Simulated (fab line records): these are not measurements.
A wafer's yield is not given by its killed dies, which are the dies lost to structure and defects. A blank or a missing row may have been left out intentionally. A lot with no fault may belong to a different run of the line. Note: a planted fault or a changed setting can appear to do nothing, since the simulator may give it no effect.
Matching of chambers | flow n5 finfet | N5_ZERO_LAYER_ETCH_18 on rie si-01 has 4 sister chambers
The step etches Si in HBr/Cl2, target depth 120 nm, time 40 s. 24 wafers are shown with their chamber, then 12 later ones without.

== WAFERS PAIRED WITH THEIR CHAMBERS ==
wafer  | chamber | drypump motor current A (A) | throttle valve pct (%) | oes product au (a.u.)
L077.3 | 0       | 6.1                         | 36.0                   | 1.025
L077.4 | 3       | 6.6                         | 36.4                   | 0.984
L077.6 | 1       | 4.7                         | 36.1                   | 0.988
L082.1 | 3       | 6.6                         | 36.4                   | 0.985
L082.2 | 1       | 4.7                         | 36.2                   | 0.989
L082.6 | 3       | 6.6                         | 36.4                   | 0.990
L086.1 | 3       | 6.6                         | 36.4                   | 0.985
L086.3 | 1       | 4.7                         | 36.1                   | 0.993
L086.5 | 1       | 4.7                         | 36.2                   | 0.986
L087.3 | 2       | 5.7                         | 36.5                   | 1.011
L087.4 | 0       | 6.0                         | 36.0                   | 1.024
L087.6 | 3       | 6.6                         | 36.4                   | 0.975
L090.1 | 0       | 6.1                         | 36.0                   | 1.022
L090.3 | 3       | 6.6                         | 36.4                   | 0.984
L090.5 | 0       | 6.1                         | 36.0                   | 1.027
L091.1 | 2       | 5.7                         | 36.5                   | 1.017
L091.2 | 1       | 4.7                         | 36.1                   | 0.993
L091.3 | 3       | 6.5                         | 36.4                   | 0.982
L092.3 | 1       | 4.7                         | 36.1                   | 0.984
L092.5 | 1       | 4.7                         | 36.2                   | 0.988
L092.6 | 2       | 5.7                         | 36.5                   | 1.014
L093.2 | 2       | 5.7                         | 36.5                   | 1.023
L093.5 | 0       | 6.0                         | 36.0                   | 1.027
L093.6 | 3       | 6.6                         | 36.4                   | 0.981

SIGNATURES, as means of the wafers listed above
reading                 | chamber 0 | chamber 1 | chamber 2 | chamber 3 | scatter within a chamber
drypump motor current A | 6.060     | 4.700     | 5.700     | 6.587     | 0.0322
throttle valve pct      | 36.000    | 36.143    | 36.500    | 36.400    | 0.0293
oes product au          | 1.02500   | 0.98871   | 1.01625   | 0.98325   | 0.00382
Rule: distance of a wafer from a chamber = root of the sum over the readings of ((wafer's reading minus chamber's mean) / reading's scatter) squared. If the next closest chamber is less than 2 further off than the closest, the wafer can't be placed; otherwise it belongs to the closest. The scatter: take each reading less its chamber's mean, square it, sum over the shown wafers, divide by the number of wafers less the number of chambers, and take the root.

== WAFERS WHOSE CHAMBER IS MISSING ==
wafer  | drypump motor current A (A) | throttle valve pct (%) | oes product au (a.u.)
L094.1 | 4.7                         | 36.2                   | 0.977
L094.4 | 6.6                         | 36.4                   | 0.977
L094.6 | 6.6                         | 36.4                   | 0.984
L095.1 | 5.7                         | 36.5                   | 1.018
L095.3 | 6.1                         | 36.0                   | 1.022
L095.4 | 4.7                         | 36.2                   | 0.993
L096.2 | 6.6                         | 36.4                   | 0.989
L096.4 | 4.8                         | 36.1                   | 0.993
L096.6 | 4.7                         | 36.2                   | 0.984
L097.1 | 6.1                         | 36.0                   | 1.023
L097.5 | 4.7                         | 36.1                   | 0.993
L097.6 | 5.7                         | 36.5                   | 1.023

== EACH ONE'S CHAMBER ==
wafer  | from the rows above | in truth
L094.1 | 1                   | 1
L094.4 | 3                   | 3
L094.6 | 3                   | 3
L095.1 | 2                   | 2
L095.3 | 0                   | 0
L095.4 | 1                   | 1
L096.2 | 3                   | 3
L096.4 | 1                   | 1
L096.6 | 1                   | 1
L097.1 | 0                   | 0
L097.5 | 1                   | 1
L097.6 | 2                   | 2
Placed correctly: 12 of 12. From these rows, 0 cannot be placed. Number placed wrongly: 0.
